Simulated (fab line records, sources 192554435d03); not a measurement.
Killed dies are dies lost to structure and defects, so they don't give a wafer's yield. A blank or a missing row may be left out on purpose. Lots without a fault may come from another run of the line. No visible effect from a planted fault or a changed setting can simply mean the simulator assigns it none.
Matching of chambers :: flow n5 finfet :: N5_BEOL_M14_ETCH_67 on rie diel-01 has 4 sister chambers
The step etches SiARC in CF4, target depth 143 nm, time 238.3 s. 4 wafers are shown with their chamber, then 9 later ones without.

## WAFERS, EACH WITH ITS CHAMBER
wafer: L086.6
chamber: 2
showerhead plenum p Torr (Torr): 2.12

wafer: L089.1
chamber: 3
showerhead plenum p Torr (Torr): 2.16

wafer: L090.3
chamber: 0
showerhead plenum p Torr (Torr): 2.17

wafer: L090.5
chamber: 1
showerhead plenum p Torr (Torr): 2.08

## WAFERS MISSING THEIR CHAMBER
wafer: L091.1
showerhead plenum p Torr (Torr): 2.15

wafer: L091.5
showerhead plenum p Torr (Torr): 2.08

wafer: L091.6
showerhead plenum p Torr (Torr): 2.17

wafer: L092.1
showerhead plenum p Torr (Torr): 2.15

wafer: L092.2
showerhead plenum p Torr (Torr): 2.11

wafer: L092.3
showerhead plenum p Torr (Torr): 2.17

wafer: L097.3
showerhead plenum p Torr (Torr): 2.17

wafer: L097.4
showerhead plenum p Torr (Torr): 2.15

wafer: L097.5
showerhead plenum p Torr (Torr): 2.08

## WHICH CHAMBER EACH ONE RAN IN
wafer: L091.1
from the rows above: can't be placed: 3 or 0
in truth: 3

wafer: L091.5
from the rows above: 1
in truth: 1

wafer: L091.6
from the rows above: can't be placed: 0 or 3
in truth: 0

wafer: L092.1
from the rows above: can't be placed: 3 or 0
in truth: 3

wafer: L092.2
from the rows above: 2
in truth: 2

wafer: L092.3
from the rows above: can't be placed: 0 or 3
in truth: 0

wafer: L097.3
from the rows above: can't be placed: 0 or 3
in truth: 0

wafer: L097.4
from the rows above: can't be placed: 3 or 0
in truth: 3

wafer: L097.5
from the rows above: 1
in truth: 1
Correct placement for 3 of the 9. Can't be placed from these rows: 6 (the true chamber is among the candidates in 6). 0 placed wrongly.
How it was worked out, from the rows above alone: a wafer's distance from a chamber is the root of the sum, over the readings, of the square of ((its reading less the chamber's mean) divided by the reading's scatter). If the next closest chamber is less than 2 further off than the closest, the wafer can't be placed; otherwise it belongs to the closest. The mean given for a chamber averages the wafers shown for that chamber. The scatter: with one shown wafer a chamber, the root of the mean of the squares of how far each hidden wafer lies from its nearest shown one.
